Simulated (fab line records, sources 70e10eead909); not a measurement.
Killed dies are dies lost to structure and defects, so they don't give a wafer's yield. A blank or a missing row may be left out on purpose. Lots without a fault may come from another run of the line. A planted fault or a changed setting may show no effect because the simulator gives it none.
A struck lot beside a sound one | flow nand_harc | 15 steps out of a route of 1302
Sound: wafers L989.2, L989.3, L989.6. Struck: wafer L996.5. (L996.1, L996.2 of the same lot were not struck and are left out.) The cause comes at the end.
At each step with rows: each side's tool, then ch and its chambers, then its first start. Under that, the readings that differ: sound wafers | struck wafers | difference of the means | sigmas: that difference in standard deviations of wafers without a fault.
alike: readings whose means differ by less than 2 such deviations, and words and numbers that are the same on both sides. not compared: withheld readings, readings that some wafer has no value for, bounds like >300 that may hide the same value, and numbers for which the record gives no deviation and whose values overlap.
The two part at a step that has a row with sigmas, a row that says differs or no value, or rows on one side only. Numbers that don't overlap but have no deviation are shown without sigmas and don't part them. A reading that every wafer of one side lacks parts them only if that side has two wafers or more.

first, 8 steps without rows for these wafers: NHARC_A_CHANNEL_HOLE_D1_COAT_36 (time 75 s); NHARC_A_CHANNEL_HOLE_D1_COAT_37 (time 65 s); NHARC_A_CHANNEL_HOLE_D1_COAT_04 (resist thk 90 nm); NHARC_A_CHANNEL_HOLE_D1_SOFTBAKE_05 (time 55 s); NHARC_A_CHANNEL_HOLE_D1_EBR_06; NHARC_A_CHANNEL_HOLE_D1_EXPOSE_07 (exposes mask HOLE D1, target cd 100 nm); NHARC_A_CHANNEL_HOLE_D1_PEB_08 (peb time 65 s); NHARC_A_CHANNEL_HOLE_D1_DEVELOP_09 (develop time 35 s).
NHARC_A_CHANNEL_HOLE_D1_CD_MEAS_10: target cd 100 nm.
  sound on cd_sem-03 ch 0, day 9 13:17; struck on cd_sem-02 ch 0, day 12 05:09
  alike: cd_nm
NHARC_A_CHANNEL_HOLE_D1_OVL_MEAS_11:
  sound on overlay-02, day 9 13:22; struck on overlay-01, day 12 05:14
  alike: overlay_x_nm, overlay_y_nm
NHARC_A_CHANNEL_HOLE_D1_INSPECT_12:
  sound on defect_inspect-01, day 9 13:24; struck on defect_inspect-01, day 12 05:17
  alike: raw_defect_count
NHARC_A_CHANNEL_HOLE_D1_DESCUM_15: chemistry O2, time 3 s.
  sound on rie_diel-08 ch 0,3, day 9 13:28; struck on rie_diel-08 ch 0, day 12 05:20
  reading                | sound                | struck | difference | sigmas
  throttle_valve_pct (%) | 11.294 11.311 11.318 | 11.290 | -0.018     | -2
  alike: drypump_motor_current_A, oes_product_au, rf_vpp_V, showerhead_plenum_p_Torr
  not compared: rf_hours_counter_h
NHARC_A_CHANNEL_HOLE_D1_ETCH_38: etches the open film in CF4, target depth 39 nm, time 65 s.
  sound on rie_diel-08 ch 1,2,3, day 9 13:34; struck on rie_diel-08 ch 2, day 12 05:25
  reading                | sound                | struck | difference | sigmas
  run_length_s (s)       | 86.9 85.8 86.6       | 69.6   | -16.8      | -34
  throttle_valve_pct (%) | 13.289 13.282 13.284 | 13.305 | +0.020     | +2
  alike: drypump_motor_current_A, oes_product_au, rf_vpp_V, showerhead_plenum_p_Torr
  not compared: bias_w, rf_hours_counter_h
NHARC_A_CHANNEL_HOLE_D1_ETCH_39: etches the open film in N2/H2, target depth 260 nm, time 325 s.
  sound on rie_diel-08 ch 1,2; struck on rie_diel-08 ch 0
  reading                         | sound             | struck | difference | sigmas
  rf_vpp_V (V)                    | 428.7 425.8 427.9 | 434.4  | +6.9       | +2
  showerhead_plenum_p_Torr (Torr) | 1.97 1.93 1.97    | 2.17   | +0.21      | +2
  alike: bias_w, drypump_motor_current_A, oes_product_au, run_length_s, throttle_valve_pct
  not compared: rf_hours_counter_h
-- the record jumps here: 16 days lie between the struck wafers' starts before and after (it left off in module A_CHANNEL_HOLE_D1 and takes up again in module END, whose first step shown is number 1302 of the route) --
NHARC_END_SORT_01:
  the record has rows for the struck wafers here (prober-02 ch 0, day 28 02:27) and none for the sound ones

WHERE THEY PART
First at NHARC_A_CHANNEL_HOLE_D1_DESCUM_15; last, within this record, at NHARC_END_SORT_01.

WHY: what the simulator had put in
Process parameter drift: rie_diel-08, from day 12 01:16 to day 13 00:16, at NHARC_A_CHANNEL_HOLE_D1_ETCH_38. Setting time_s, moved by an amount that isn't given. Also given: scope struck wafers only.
